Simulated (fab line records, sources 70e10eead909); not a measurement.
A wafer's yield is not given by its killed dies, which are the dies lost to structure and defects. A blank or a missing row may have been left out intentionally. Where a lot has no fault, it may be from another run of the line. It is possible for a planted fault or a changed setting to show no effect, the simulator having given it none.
Check of tool commonality :: flow nandHarc :: 36 wafers sampled across 12 lots

WHY IT WAS OPENED
At NHARC_END_SORT_01 the reading killedAtPeriphery is flagged on 1 of 12 lots. Wafers without a fault read 3.4, standard deviation 2.1.
Rule: a lot is flagged when every wafer of it that has a number lies more than 4 standard deviations from that mean, or none has a number. As for the other lots, they are considered sound.

lot: L563
measured: day 19 04:53
on: prober-02
killedAtPeriphery, wafer by wafer: 3 2 7
flag: 

lot: L566
measured: day 19 18:43
on: prober-01
killedAtPeriphery, wafer by wafer: 3 4 2
flag: 

lot: L567
measured: day 20 23:46
on: prober-01
killedAtPeriphery, wafer by wafer: 660 655 650
flag: FLAGGED

lot: L573
measured: day 21 18:22
on: prober-02
killedAtPeriphery, wafer by wafer: 3 2 3
flag: 

lot: L577
measured: day 22 02:53
on: prober-02
killedAtPeriphery, wafer by wafer: 3 1 1
flag: 

lot: L578
measured: day 23 04:37
on: prober-01
killedAtPeriphery, wafer by wafer: 5 4 5
flag: 

lot: L581
measured: day 23 06:13
on: prober-02
killedAtPeriphery, wafer by wafer: 3 1 0
flag: 

lot: L579
measured: day 23 12:23
on: prober-02
killedAtPeriphery, wafer by wafer: 7 6 2
flag: 

lot: L582
measured: day 23 20:10
on: prober-02
killedAtPeriphery, wafer by wafer: 9 6 8
flag: 

lot: L584
measured: day 24 05:10
on: prober-02
killedAtPeriphery, wafer by wafer: 0 3 1
flag: 

lot: L586
measured: day 24 18:59
on: prober-01
killedAtPeriphery, wafer by wafer: 1 2 3
flag: 

lot: L585
measured: day 25 12:18
on: prober-01
killedAtPeriphery, wafer by wafer: 6 2 2
flag: 
Averaged over the flagged lots the numbers come to 655.0, +651.6 from the usual (+99 or more standard deviations).

LOT BY LOT: THE TOOL USED
3 process steps preceding the reading are held in the record, out of 1159 steps in the route. Read each cell as the tool, then ch plus the chambers that the sampled wafers visited, then the start.
lot: L563
flag: 
NHARC_P_STI_ETCH_42: rieDiel-08 ch 0,1,2, day 2 11:56
NHARC_P_GATE_EXPOSE_08: krfScanner-04 ch 0, day 3 21:57
NHARC_P_GATE_DEP_103: pecvd-04 ch 0,1,2, day 4 11:41

lot: L566
flag: 
NHARC_P_STI_ETCH_42: rieDiel-11 ch 1,2, day 3 04:28
NHARC_P_GATE_EXPOSE_08: krfScanner-04 ch 0, day 4 15:26
NHARC_P_GATE_DEP_103: pecvd-02 ch 0,1, day 5 05:26

lot: L567
flag: FLAGGED
NHARC_P_STI_ETCH_42: rieDiel-09 ch 0,2, day 3 14:20
NHARC_P_GATE_EXPOSE_08: krfScanner-02 ch 0, day 5 03:25
NHARC_P_GATE_DEP_103: pecvd-02 ch 0,1,2, day 5 18:36

lot: L573
flag: 
NHARC_P_STI_ETCH_42: rieDiel-11 ch 0,2,3, day 5 01:03
NHARC_P_GATE_EXPOSE_08: krfScanner-04 ch 0, day 6 15:31
NHARC_P_GATE_DEP_103: pecvd-03 ch 1,2, day 7 05:13

lot: L577
flag: 
NHARC_P_STI_ETCH_42: rieDiel-09 ch 0,1,3, day 5 23:16
NHARC_P_GATE_EXPOSE_08: krfScanner-02 ch 0, day 7 14:41
NHARC_P_GATE_DEP_103: pecvd-04 ch 0,2, day 8 04:17

lot: L578
flag: 
NHARC_P_STI_ETCH_42: rieDiel-11 ch 1,2,3, day 6 08:35
NHARC_P_GATE_EXPOSE_08: krfScanner-04 ch 0, day 7 19:43
NHARC_P_GATE_DEP_103: pecvd-03 ch 0,1,2, day 8 08:55

lot: L581
flag: 
NHARC_P_STI_ETCH_42: rieDiel-08 ch 1,2, day 6 23:26
NHARC_P_GATE_EXPOSE_08: krfScanner-02 ch 0, day 8 08:22
NHARC_P_GATE_DEP_103: pecvd-04 ch 0,1,2, day 8 22:37

lot: L579
flag: 
NHARC_P_STI_ETCH_42: rieDiel-09 ch 0,2,3, day 6 08:44
NHARC_P_GATE_EXPOSE_08: krfScanner-02 ch 0, day 7 19:53
NHARC_P_GATE_DEP_103: pecvd-03 ch 1,2, day 8 09:39

lot: L582
flag: 
NHARC_P_STI_ETCH_42: rieDiel-11 ch 0,2,3, day 7 05:26
NHARC_P_GATE_EXPOSE_08: krfScanner-02 ch 0, day 8 20:07
NHARC_P_GATE_DEP_103: pecvd-02 ch 1,2, day 9 09:32

lot: L584
flag: 
NHARC_P_STI_ETCH_42: rieDiel-09 ch 0,1, day 7 18:20
NHARC_P_GATE_EXPOSE_08: krfScanner-02 ch 0, day 9 07:05
NHARC_P_GATE_DEP_103: pecvd-03 ch 0,1, day 9 22:08

lot: L586
flag: 
NHARC_P_STI_ETCH_42: rieDiel-11 ch 0,2,3, day 8 06:29
NHARC_P_GATE_EXPOSE_08: krfScanner-04 ch 0, day 9 13:59
NHARC_P_GATE_DEP_103: pecvd-03 ch 0,1,2, day 10 05:50

lot: L585
flag: 
NHARC_P_STI_ETCH_42: rieDiel-08 ch 0,1, day 8 00:43
NHARC_P_GATE_EXPOSE_08: krfScanner-01 ch 0, day 9 14:09
NHARC_P_GATE_DEP_103: pecvd-03 ch 0,1,2, day 10 06:20
What is done by these steps:
- NHARC_P_STI_ETCH_42: etches the open film in N2/H2, target depth 80 nm, overetch 24 nm, time 61 s.
- NHARC_P_GATE_EXPOSE_08: exposes mask P HV.
- NHARC_P_GATE_DEP_103: deposits SiON, target thk 30 nm.
- NHARC_END_SORT_01

FLAGGED AGAINST TOTAL, ONE TOOL AT A TIME (gauges that did the reading follow at the end)
step: NHARC_P_STI_ETCH_42
tool: rieDiel-08
lots run: 3
flagged: 0
share of the flagged lots: none
sound lots run after its first flagged lot: -

step: NHARC_P_STI_ETCH_42
tool: rieDiel-09
lots run: 4
flagged: 1
share of the flagged lots: all
sound lots run after its first flagged lot: 3 (L577,L579,L584)

step: NHARC_P_STI_ETCH_42
tool: rieDiel-11
lots run: 5
flagged: 0
share of the flagged lots: none
sound lots run after its first flagged lot: -

step: NHARC_P_GATE_EXPOSE_08
tool: krfScanner-01
lots run: 1
flagged: 0
share of the flagged lots: none
sound lots run after its first flagged lot: -

step: NHARC_P_GATE_EXPOSE_08
tool: krfScanner-02
lots run: 6
flagged: 1
share of the flagged lots: all
sound lots run after its first flagged lot: 5 (L577,L579,L581,L582,L584)

step: NHARC_P_GATE_EXPOSE_08
tool: krfScanner-04
lots run: 5
flagged: 0
share of the flagged lots: none
sound lots run after its first flagged lot: -

step: NHARC_P_GATE_DEP_103
tool: pecvd-02
lots run: 3
flagged: 1
share of the flagged lots: all
sound lots run after its first flagged lot: 1 (L582)

step: NHARC_P_GATE_DEP_103
tool: pecvd-03
lots run: 6
flagged: 0
share of the flagged lots: none
sound lots run after its first flagged lot: -

step: NHARC_P_GATE_DEP_103
tool: pecvd-04
lots run: 3
flagged: 0
share of the flagged lots: none
sound lots run after its first flagged lot: -

step: NHARC_END_SORT_01
tool: prober-01
lots run: 5
flagged: 1
share of the flagged lots: all
sound lots run after its first flagged lot: 3 (L578,L586,L585)

step: NHARC_END_SORT_01
tool: prober-02
lots run: 7
flagged: 0
share of the flagged lots: none
sound lots run after its first flagged lot: -

WHAT THE TABLE ALLOWS
4 rows of the table ran every flagged lot: rieDiel-09 at NHARC_P_STI_ETCH_42, krfScanner-02 at NHARC_P_GATE_EXPOSE_08, pecvd-02 at NHARC_P_GATE_DEP_103, prober-01 at NHARC_END_SORT_01.
- rieDiel-09 at NHARC_P_STI_ETCH_42 ran 4 lots, 1 of them flagged. Sound lots ran on it after the first flagged one (L577, L579, L584), which a lasting fault on the whole tool wouldn't allow.
- krfScanner-02 at NHARC_P_GATE_EXPOSE_08 ran 6 lots, 1 of them flagged. Sound lots ran on it after the first flagged one (L577, L579, L581, L582, L584), which a lasting fault on the whole tool wouldn't allow.
- pecvd-02 at NHARC_P_GATE_DEP_103 ran 3 lots, 1 of them flagged. Sound lots ran on it after the first flagged one (L582), which a lasting fault on the whole tool wouldn't allow.
- prober-01 at NHARC_END_SORT_01 ran 5 lots, 1 of them flagged. Sound lots ran on it after the first flagged one (L578, L586, L585), which a lasting fault on the whole tool wouldn't allow.
No row of the table ran every flagged lot and no sound lot after the first.

WHAT THE SIMULATOR HAD INSERTED
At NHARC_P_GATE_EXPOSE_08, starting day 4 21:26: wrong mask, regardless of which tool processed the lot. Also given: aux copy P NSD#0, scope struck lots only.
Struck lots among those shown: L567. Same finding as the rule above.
